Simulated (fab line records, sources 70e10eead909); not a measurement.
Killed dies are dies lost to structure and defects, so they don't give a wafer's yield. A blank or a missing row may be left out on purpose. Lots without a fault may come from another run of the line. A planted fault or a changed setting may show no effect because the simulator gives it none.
Chamber matching | flow nand_harc | NHARC_P_GATE_ETCH_32 on rie_si-02: 4 sister chambers
The step etches the open film in HBr/Cl2, target depth 150 nm, time 100.1 s. 7 wafers are shown with their chamber, then 7 later ones without.

WAFERS WITH THEIR CHAMBER
wafer  | chamber | oes_product_au (a.u.) | throttle_valve_pct (%)
L076.5 | 3       | 0.992                 | 26.415
L084.1 | 0       | 1.003                 | 26.408
L090.1 | 1       | 0.992                 | 26.405
L090.2 | 2       | 0.994                 | 26.415
L090.5 | 2       | 0.989                 | 26.433
L093.2 | 1       | 0.996                 | 26.406
L093.5 | 0       | 0.999                 | 26.412

WAFERS WITHOUT THEIR CHAMBER
wafer  | oes_product_au (a.u.) | throttle_valve_pct (%)
L093.6 | 0.993                 | 26.407
L095.2 | 0.998                 | 26.412
L095.3 | 0.981                 | 26.412
L095.6 | 0.993                 | 26.417
L096.1 | 0.992                 | 26.412
L096.3 | 1.001                 | 26.407
L096.4 | 0.998                 | 26.404

WHICH CHAMBER EACH WENT THROUGH
wafer  | from the rows above               | in truth
L093.6 | can't be placed: 1 or 3 or 2      | 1
L095.2 | can't be placed: 0 or 1 or 3 or 2 | 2
L095.3 | can't be placed: 3 or 2 or 1      | 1
L095.6 | can't be placed: 3 or 2 or 1      | 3
L096.1 | can't be placed: 3 or 1 or 2      | 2
L096.3 | can't be placed: 0 or 1           | 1
L096.4 | can't be placed: 0 or 1 or 3      | 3
Placed correctly: 0 of 7. Can't be placed from these rows: 7 (the true chamber is among the candidates in 7). Placed wrongly: 0.
How it was worked out, from the rows above alone: a wafer's distance from a chamber is the root of the sum, over the readings, of the square of ((its reading less the chamber's mean) divided by the reading's scatter). The wafer belongs to the nearest chamber; if the next one is less than 2 further off, it can't be placed. A chamber's mean is the mean of its shown wafers. The scatter: the root of (the sum of the squares of (reading less its chamber's mean) over the shown wafers, divided by (wafers less chambers)).
